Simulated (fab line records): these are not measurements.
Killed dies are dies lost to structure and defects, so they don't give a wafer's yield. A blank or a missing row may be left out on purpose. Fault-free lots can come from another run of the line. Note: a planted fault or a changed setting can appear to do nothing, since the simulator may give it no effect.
Struck lot and sound lot, side by side | flow nandHarc | 15 steps out of a route of 1159
Sound: the wafers L363.1, L363.4, L363.5. Wafers L354.1, L354.3, L354.6 were the ones struck. The cause is named last.
At each step with rows: each side's tool, then ch and its chambers, then its first start. Under that, the readings that differ: sound wafers | struck wafers | difference of the means | sigmas: that difference in standard deviations of wafers without a fault.
alike: same words and numbers on both sides, and readings whose means sit less than 2 such deviations apart. not compared: any withheld reading, any reading some wafer has no value for, any bound like >300 that may hide the same value, and any number with overlapping values for which the record gives no deviation.
Wherever a step has rows on one side only, a row that says differs or no value, or a row with sigmas, the two part there. When numbers do not overlap yet have no deviation, they are printed without sigmas and do not part them. A reading missing from all wafers of one side parts the sides only when that side holds two or more wafers.

first, 4 steps without rows for these wafers: NHARC_A_ZERO_WELL_STRIP_14 (strips in SPM, time 900 s); NHARC_A_ZERO_WELL_IMPLANT_15; NHARC_A_ZERO_WELL_PRECLEAN_22 (cleans in SC1, time 60 s); NHARC_A_ZERO_WELL_SRD_23.
NHARC_A_ZERO_WELL_RTA_16: time 10 s.
  sound on rtpAnneal-02 ch 0, day 10 20:55; struck on rtpAnneal-02 ch 0, day 8 22:02
  alike: lampPowerPct, lamp_zone_4_pct, lamp_zone_7_pct, wafer_temp_C_max
NHARC_A_ZERO_WELL_INSPECT_17:
  sound: defectInspect-01 at day 10 21:07; struck: defectInspect-02 at day 8 22:14
  alike: rawDefectCount
then, 3 steps without rows for these wafers: NHARC_A_SOURCE_PLATE_PRECLEAN_00 (cleans in HF-LAST, time 60 s); NHARC_A_SOURCE_PLATE_SRD_01; NHARC_A_SOURCE_PLATE_OXIDE_02 (material SiO2, target thk 10 nm, ox time 1362 s).
NHARC_A_SOURCE_PLATE_THK_MEAS_09: measures by ellipsometry.
  sound: filmMetro-01 at day 11 04:13; struck: filmMetro-01 at day 9 03:32
  alike: thkNm
then, 1 step without rows for these wafers: NHARC_A_SOURCE_PLATE_PVD_04 (deposits WSi2, target thk 50 nm).
NHARC_A_SOURCE_PLATE_CVD_03: deposits poly-Si, target thk 200 nm, time 4000 s.
  sound on lpcvdPoly-03 ch 0, day 11 06:47; struck on lpcvdPoly-04, day 9 06:17
  no value came back on the struck wafers for pressureMtorr (mTorr), runLengthS (s), spikeTcBottomC (C), zonePowerBottomPct (%); on the sound wafers pressureMtorr (mTorr) reads 199.9 199.7 199.8
then, 1 step without rows for these wafers: NHARC_A_SOURCE_PLATE_ANNEAL_05 (time 1800 s).
NHARC_A_SOURCE_PLATE_THK_MEAS_06: measures by ellipsometry.
  sound: filmMetro-02 at day 11 17:21; struck: filmMetro-02 at day 9 18:38
reading    | sound             | struck         | difference | sigmas
thkNm (nm) | 198.8 200.4 202.4 | 50.3 48.6 50.4 | -150.8     | -60
-- break in the record here, with 12 days between the starts of the struck wafers on either side (left off in module A_SOURCE_PLATE, picked up again in module END, where the first step shown is number 1159 on the route) --
NHARC_END_SORT_01:
  at this point the record logs the struck wafers (prober-02 ch 0, day 21 08:49) and has no rows for the sound ones

== WHERE THEY PART ==
Last at NHARC_END_SORT_01 as far as this record goes, first at NHARC_A_SOURCE_PLATE_CVD_03.

WHY: what had been put in by the simulator
Step skipped in full: lpcvdPoly-04, at NHARC_A_SOURCE_PLATE_CVD_03, from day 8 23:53 onward. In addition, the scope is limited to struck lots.
